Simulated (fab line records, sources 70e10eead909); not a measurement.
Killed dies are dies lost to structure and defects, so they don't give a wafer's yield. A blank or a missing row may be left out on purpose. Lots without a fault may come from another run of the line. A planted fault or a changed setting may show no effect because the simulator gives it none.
A struck lot beside a sound one | flow nand_harc | 13 steps out of a route of 1159
Sound: wafers L941.1, L941.5, L941.6. Struck: wafers L947.1, L947.4. (L947.6 of the same lot was not struck and is left out.) The cause comes at the end.
At each step with rows: each side's tool, then ch and its chambers, then its first start. Under that, the readings that differ: sound wafers | struck wafers | difference of the means | sigmas: that difference in standard deviations of wafers without a fault.
alike: readings whose means differ by less than 2 such deviations, and words and numbers that are the same on both sides. not compared: withheld readings, readings that some wafer has no value for, bounds like >300 that may hide the same value, and numbers for which the record gives no deviation and whose values overlap.
The two part at a step that has a row with sigmas, a row that says differs or no value, or rows on one side only. Numbers that don't overlap but have no deviation are shown without sigmas and don't part them. A reading that every wafer of one side lacks parts them only if that side has two wafers or more.

first, 2 steps without rows for these wafers: NHARC_A_WL_FILL_CVD_03 (deposits W, target thk 40 nm, time 3302 s); NHARC_A_WL_FILL_ETCHBACK_04 (etches the open film in NF3, target depth 60 nm, time 120 s).
NHARC_A_WL_FILL_ETCHBACK_05: etches the open film in Cl2/BCl3, target depth 22 nm, time 60 s.
  sound on rie_metal-03 ch 0,1, day 19 07:25; struck on rie_metal-02 ch 1, day 21 14:26
  reading                     | sound       | struck  | difference | sigmas
  drypump_motor_current_A (A) | 5.7 5.5 5.7 | 6.5 6.5 | +0.9       | +2
  alike: oes_product_au
  not compared: rf_hours_counter_h
NHARC_A_WL_FILL_STRIP_27: strips in N2/H2, time 20 s.
  sound on plasma_asher-02 ch 0,1, day 19 07:32; struck on plasma_asher-01 ch 0,1, day 21 14:36
  alike: drypump_motor_current_A, heater_power_w, rf_refl_power_W
  not compared: rf_hours_counter_h
then, 4 steps without rows for these wafers: NHARC_A_WL_FILL_STRIP_28 (strips in post etch residue remover, time 1200 s); NHARC_A_WL_FILL_PRECLEAN_06 (cleans in DIW, time 300 s); NHARC_A_WL_FILL_SRD_07; NHARC_A_WL_FILL_ANNEAL_08 (time 1800 s).
NHARC_A_WL_FILL_ALD_10: deposits SiO2, target thk 50 nm, pulse time 10 s, ald cycles 500.
  sound on ald_hk-03 ch 0,3, day 19 17:07; struck on ald_hk-01 ch 0,3, day 21 20:51
  alike: heater_power_w, precursor_pulse_height_rel
NHARC_A_WL_FILL_ETCHBACK_16: etches the open film in C4F8/O2/Ar, target depth 88 nm, time 17.6 s.
  sound on rie_diel-09 ch 0,2,3; struck on rie_diel-07 ch 0,1
  alike: oes_product_au, rf_vpp_V
  not compared: rf_hours_counter_h
NHARC_A_WL_FILL_STRIP_29: strips in O2, time 20 s.
  sound on rie_diel-09 ch 2,3, day 19 21:20; struck on rie_diel-07 ch 0,3, day 22 00:37
  reading                     | sound       | struck  | difference | sigmas
  drypump_motor_current_A (A) | 4.7 4.7 5.8 | 6.0 6.3 | +1.1       | +2
  alike: oes_product_au, rf_vpp_V, showerhead_plenum_p_Torr, throttle_valve_pct
  not compared: rf_hours_counter_h
NHARC_A_WL_FILL_ETCHBACK_17: etches the open film in Cl2/BCl3, target depth 4 nm, time 26.7 s.
  sound on rie_metal-02 ch 0,1, day 19 21:25; struck on rie_metal-01 ch 0, day 22 00:42
  reading               | sound             | struck      | difference | sigmas
  oes_product_au (a.u.) | 0.997 0.999 1.002 | 0.849 0.852 | -0.149     | -14
  alike: drypump_motor_current_A
  not compared: rf_hours_counter_h
then, 1 step without rows for these wafers: NHARC_A_WL_FILL_PRECLEAN_18 (cleans in dHF, time 30 s).

WHERE THEY PART
First at NHARC_A_WL_FILL_ETCHBACK_05; last, within this record, at NHARC_A_WL_FILL_ETCHBACK_17.

WHY: what the simulator had put in
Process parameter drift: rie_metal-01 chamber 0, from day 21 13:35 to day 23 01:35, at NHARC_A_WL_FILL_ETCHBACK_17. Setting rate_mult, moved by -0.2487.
